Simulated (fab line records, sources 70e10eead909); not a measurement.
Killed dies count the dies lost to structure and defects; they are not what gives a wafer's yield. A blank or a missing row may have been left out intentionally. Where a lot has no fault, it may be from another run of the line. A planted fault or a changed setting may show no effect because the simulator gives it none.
Chamber matching	flow nand-harc	NHARC_A_CHANNEL_HOLE_D1_DESCUM_15 on rie-diel-07 has 4 sister chambers
The step chemistry O2, time 3 s. 4 wafers are shown with their chamber, then 8 later ones without.

== WAFERS, EACH WITH ITS CHAMBER ==
wafer	chamber	drypump-motor-current-A (A)
L086.5	1	5.7
L091.2	2	6.7
L091.6	3	5.4
L092.3	0	6.3

== WAFERS WHOSE CHAMBER IS MISSING ==
wafer	drypump-motor-current-A (A)
L092.5	6.7
L092.6	5.7
L093.1	6.2
L093.2	5.3
L093.3	5.7
L094.1	5.7
L094.2	6.3
L094.3	6.7

== CHAMBER TAKEN BY EACH ==
wafer	from the rows above	in truth
L092.5	2	2
L092.6	1	1
L093.1	0	0
L093.2	3	3
L093.3	1	1
L094.1	1	1
L094.2	0	0
L094.3	2	2
Placed correctly: 8 of 8. Can't be placed from these rows: 0. Wrongly placed: 0.
How it was worked out, from the rows above alone: a wafer's distance from a chamber is the root of the sum, over the readings, of the square of ((its reading less the chamber's mean) divided by the reading's scatter). The wafer belongs to the nearest chamber; if the next one is less than 2 further off, it can't be placed. The mean given for a chamber averages the wafers shown for that chamber. The scatter: root of mean squared gap, hidden wafer to nearest shown wafer, with one shown wafer a chamber.
